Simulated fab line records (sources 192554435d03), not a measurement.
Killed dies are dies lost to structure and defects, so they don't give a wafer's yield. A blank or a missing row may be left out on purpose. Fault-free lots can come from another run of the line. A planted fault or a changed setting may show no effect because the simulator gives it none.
A lot that was struck, set against a sound lot	flow n5-finfet	15 steps out of a route of 1938
Sound: wafers L744.1, L744.5, L744.6. Struck: wafers L729.1, L729.4. (L729.5 of the same lot was not struck and is left out.) The cause comes at the end.
At each step with rows: each side's tool, then ch and its chambers, then its first start. Under that, the readings that differ: sound wafers	struck wafers	difference of the means	sigmas: that difference in standard deviations of wafers without a fault.
alike: a reading whose means differ by less than 2 such deviations, as well as words and numbers matching on both sides. not compared: withheld readings; readings where some wafer has no value; bounds like >300 that might hide an equal value; numbers whose values overlap and for which the record gives no deviation.
Wherever a step has rows on one side only, a row that says differs or no value, or a row with sigmas, the two part there. Numbers that don't overlap but have no deviation are shown without sigmas and don't part them. Lack of a reading on every wafer of one side parts them only where that side has two or more wafers.

first, 6 steps without rows for these wafers: N5_FIN_SAQP_HM_OPEN_73 (chemistry CHF3/O2, target SiO2, stops on a-Si, target depth 12 nm, time 16.8 s); N5_FIN_SAQP_STRIP_74 (strips in CHF3/O2); N5_FIN_SAQP_MANDREL_ETCH_22 (etches a-Si in HBr/Cl2, stops on SiNx, target depth 60 nm, bt time 10 s, time 30 s); N5_FIN_SAQP_STRIP_55 (strips in N2/H2); N5_FIN_SAQP_STRIP_23 (strips in SPM, time 750 s); N5_FIN_SAQP_SRD_66 (time 30 s).
N5_FIN_SAQP_RECESS_75: chemistry HF/NH3, target SiO2, target depth 14.4 nm, afs cycles 3, sublimation time 60 s.
  sound on vapor-etch-01 ch 0,1, day 7 06:29; struck on vapor-etch-01 ch 0,1, day 3 11:14
  alike: drypump-motor-current-A
N5_FIN_SAQP_SPACER1_ALD_24: deposits SiO2, target thk 20.3 nm, pulse time 1 s, purge time 2 s.
  sound on ald-sin-01 ch 0,2,3, day 7 06:53; struck on ald-sin-03 ch 1,3, day 3 11:37
  alike: chamber-pressure-Torr, heater-power-w, precursor-pulse-height-rel
N5_FIN_SAQP_SPACER1_ETCHBACK_25: etches SiO2 in CHF3/O2, target depth 24.4 nm, time 12.2 s.
  sound on rie-diel-06 ch 1,2, day 7 07:45; struck on rie-diel-06 ch 2,3, day 3 12:24
  alike: chamber-pressure-mTorr, drypump-motor-current-A, oes_o_777_au, oes-product-au, rf-fwd-power-W, rf-vpp-V, showerhead-plenum-p-Torr, throttle-valve-pct
  not compared: rf-hours-counter-h
then, 1 step without rows for these wafers: N5_FIN_SAQP_MANDREL1_REMOVE_56 (chemistry HBr/Cl2/O2, target a-Si, stops on SiNx, bt time 10 s).
N5_FIN_SAQP_CD_MEAS_27: target cd 20 nm.
  sound on cd-sem-01 ch 0, day 7 07:57; struck on cd-sem-03 ch 0, day 3 12:36
  alike: cd-nm
N5_FIN_SAQP_ETCH_57: etches SiNx in CH3F/O2, target depth 32.5 nm, time 46.4 s.
  sound on rie-diel-06 ch 1,3, day 7 08:01; struck on rie-diel-02 ch 0,2, day 3 12:39
reading	sound	struck	difference	sigmas
rf-fwd-power-W (W)	386.6 384.5 386.7	392.3 393.3	+6.9	+3
  alike: chamber-pressure-mTorr, drypump-motor-current-A, etch-rf-on-time-s, oes_o_777_au, oes-product-au, rf-vpp-V, showerhead-plenum-p-Torr, throttle-valve-pct
  not compared: rf-hours-counter-h
N5_FIN_SAQP_ETCH_65: etches SiO2 in CF4, target depth 4 nm, time 4.4 s.
  sound on rie-si-06 ch 0,1,2, day 7 08:07; struck on rie-si-06 ch 2,3, day 3 12:46
reading	sound	struck	difference	sigmas
rf-fwd-power-W (W)	793 792 795	- -	no value on the struck wafers	
model.etch.depth-nm (nm)	4.037 3.956 4.07	3.698 3.7	-0.322	
  alike: chamber-pressure-mTorr, drypump-motor-current-A, he-backside-leak-sccm, oes-product-au, throttle-valve-pct
  not compared: rf-hours-counter-h
N5_FIN_SAQP_MANDREL_ETCH_58: etches a-Si in HBr/Cl2, stops on SiNx, target depth 45 nm, bt time 10 s, time 27 s.
  sound on rie-si-06 ch 0,1,2, day 7 08:09; struck on rie-si-06 ch 2,3, day 3 12:47
reading	sound	struck	difference	sigmas
rf-fwd-power-W (W)	793.9 798.3 800.1	791.0 794.3	-4.8	-2
  alike: chamber-pressure-mTorr, drypump-motor-current-A, he-backside-leak-sccm, oes-product-au, throttle-valve-pct
  not compared: rf-hours-counter-h
-- here the record skips 7 days between the struck wafers' starts before and after, leaving off in module FIN_SAQP and picking up in module BEOL_M4 (first step shown: number 1111 of the route) --
N5_BEOL_M4_RC_MEAS_101:
  sound on prober-02 ch 0, day 13 06:49; struck on prober-02 ch 0, day 10 01:40
  alike: DIBL_N, DIBL_P, IOFF_N, IOFF_P, ION_N, ION_P, SS_N, SS_P, VT_N, VT_P

WHERE THEY PART
At N5_FIN_SAQP_ETCH_57 first; at N5_FIN_SAQP_MANDREL_ETCH_58 last (within this record only). Later steps at which nothing parts them and some readings are alike: N5_BEOL_M4_RC_MEAS_101.

WHY: what the simulator had put in
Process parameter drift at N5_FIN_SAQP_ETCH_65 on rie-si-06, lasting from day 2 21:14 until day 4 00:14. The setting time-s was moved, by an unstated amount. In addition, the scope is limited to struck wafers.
